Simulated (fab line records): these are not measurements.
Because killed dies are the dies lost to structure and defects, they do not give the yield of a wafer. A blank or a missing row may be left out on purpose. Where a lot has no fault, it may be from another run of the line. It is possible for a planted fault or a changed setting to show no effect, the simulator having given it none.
Chamber matching / flow n5 finfet / N5_BEOL_M4_CO_CAP_55 on cvd co-01 has 3 sister chambers
The step material Co, precursor CCTBA/H2, target thk 2 nm, time 102.1 s. 42 wafers are shown with their chamber, then 12 later ones without.

## WAFERS, EACH WITH ITS CHAMBER
wafer=L075.1; chamber=1; heater power w (W)=281; susceptor temp C (C)=200.12
wafer=L075.2; chamber=2; heater power w (W)=217; susceptor temp C (C)=199.94
wafer=L075.3; chamber=0; heater power w (W)=222; susceptor temp C (C)=199.93
wafer=L076.2; chamber=2; heater power w (W)=208; susceptor temp C (C)=199.94
wafer=L076.3; chamber=0; heater power w (W)=225; susceptor temp C (C)=200.23
wafer=L076.6; chamber=1; heater power w (W)=274; susceptor temp C (C)=200.13
wafer=L077.1; chamber=1; heater power w (W)=271; susceptor temp C (C)=200.11
wafer=L077.3; chamber=0; heater power w (W)=225; susceptor temp C (C)=199.90
wafer=L077.6; chamber=0; heater power w (W)=220; susceptor temp C (C)=199.59
wafer=L079.3; chamber=1; heater power w (W)=280; susceptor temp C (C)=199.99
wafer=L079.4; chamber=1; heater power w (W)=280; susceptor temp C (C)=200.04
wafer=L079.5; chamber=0; heater power w (W)=222; susceptor temp C (C)=200.16
wafer=L080.2; chamber=0; heater power w (W)=223; susceptor temp C (C)=199.80
wafer=L080.4; chamber=0; heater power w (W)=224; susceptor temp C (C)=199.96
wafer=L080.6; chamber=1; heater power w (W)=280; susceptor temp C (C)=200.16
wafer=L081.2; chamber=0; heater power w (W)=228; susceptor temp C (C)=199.97
wafer=L081.3; chamber=2; heater power w (W)=212; susceptor temp C (C)=200.04
wafer=L081.4; chamber=0; heater power w (W)=224; susceptor temp C (C)=199.97
wafer=L082.2; chamber=1; heater power w (W)=283; susceptor temp C (C)=200.29
wafer=L082.3; chamber=0; heater power w (W)=225; susceptor temp C (C)=199.94
wafer=L082.6; chamber=2; heater power w (W)=218; susceptor temp C (C)=200.01
wafer=L083.1; chamber=0; heater power w (W)=224; susceptor temp C (C)=200.43
wafer=L083.4; chamber=0; heater power w (W)=226; susceptor temp C (C)=200.27
wafer=L083.5; chamber=1; heater power w (W)=270; susceptor temp C (C)=200.05
wafer=L085.2; chamber=2; heater power w (W)=209; susceptor temp C (C)=200.09
wafer=L085.3; chamber=0; heater power w (W)=225; susceptor temp C (C)=199.85
wafer=L085.6; chamber=0; heater power w (W)=220; susceptor temp C (C)=199.85
wafer=L086.1; chamber=2; heater power w (W)=217; susceptor temp C (C)=199.89
wafer=L086.3; chamber=0; heater power w (W)=229; susceptor temp C (C)=199.96
wafer=L086.4; chamber=0; heater power w (W)=226; susceptor temp C (C)=199.79
wafer=L088.1; chamber=0; heater power w (W)=221; susceptor temp C (C)=200.02
wafer=L088.4; chamber=0; heater power w (W)=222; susceptor temp C (C)=200.18
wafer=L088.5; chamber=1; heater power w (W)=280; susceptor temp C (C)=199.99
wafer=L087.1; chamber=1; heater power w (W)=276; susceptor temp C (C)=200.15
wafer=L087.2; chamber=0; heater power w (W)=231; susceptor temp C (C)=200.10
wafer=L087.3; chamber=2; heater power w (W)=216; susceptor temp C (C)=199.87
wafer=L089.2; chamber=2; heater power w (W)=217; susceptor temp C (C)=199.90
wafer=L089.5; chamber=2; heater power w (W)=213; susceptor temp C (C)=199.94
wafer=L089.6; chamber=1; heater power w (W)=283; susceptor temp C (C)=200.18
wafer=L090.2; chamber=1; heater power w (W)=275; susceptor temp C (C)=200.17
wafer=L090.3; chamber=2; heater power w (W)=211; susceptor temp C (C)=200.12
wafer=L090.5; chamber=1; heater power w (W)=275; susceptor temp C (C)=199.87

SIGNATURES, as means of the wafers listed above
reading=heater power w; chamber 0=224.32; chamber 1=277.54; chamber 2=213.80; scatter within a chamber=3.58
reading=susceptor temp C; chamber 0=199.9947; chamber 1=200.0962; chamber 2=199.9740; scatter within a chamber=0.152
Rule: for a wafer and a chamber, the distance is found by dividing, reading by reading, the gap between the wafer's reading and the chamber's mean by the reading's scatter, squaring, summing and taking the root. If the next closest chamber is less than 2 further off than the closest, the wafer can't be placed; otherwise it belongs to the closest. The scatter: take each reading less its chamber's mean, square it, sum over the shown wafers, divide by the number of wafers less the number of chambers, and take the root.

## WAFERS WITHOUT THEIR CHAMBER
wafer=L091.1; heater power w (W)=216; susceptor temp C (C)=199.91
wafer=L091.3; heater power w (W)=219; susceptor temp C (C)=200.17
wafer=L091.5; heater power w (W)=285; susceptor temp C (C)=200.14
wafer=L092.2; heater power w (W)=228; susceptor temp C (C)=200.14
wafer=L092.4; heater power w (W)=210; susceptor temp C (C)=200.09
wafer=L092.5; heater power w (W)=224; susceptor temp C (C)=200.08
wafer=L093.3; heater power w (W)=225; susceptor temp C (C)=200.17
wafer=L093.5; heater power w (W)=219; susceptor temp C (C)=200.08
wafer=L093.6; heater power w (W)=224; susceptor temp C (C)=199.88
wafer=L095.1; heater power w (W)=223; susceptor temp C (C)=200.54
wafer=L095.2; heater power w (W)=280; susceptor temp C (C)=200.08
wafer=L095.4; heater power w (W)=282; susceptor temp C (C)=199.83

## WHICH CHAMBER EACH WENT THROUGH
wafer=L091.1; from the rows above=can't be placed: 2 or 0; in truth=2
wafer=L091.3; from the rows above=can't be placed: 0 or 2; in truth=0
wafer=L091.5; from the rows above=1; in truth=1
wafer=L092.2; from the rows above=0; in truth=0
wafer=L092.4; from the rows above=2; in truth=2
wafer=L092.5; from the rows above=0; in truth=0
wafer=L093.3; from the rows above=0; in truth=0
wafer=L093.5; from the rows above=can't be placed: 0 or 2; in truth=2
wafer=L093.6; from the rows above=0; in truth=0
wafer=L095.1; from the rows above=can't be placed: 0 or 2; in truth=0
wafer=L095.2; from the rows above=1; in truth=1
wafer=L095.4; from the rows above=1; in truth=1
8 of 12 placed correctly. Can't be placed from these rows: 4 (the true chamber is among the candidates in 4). Number placed wrongly: 0.
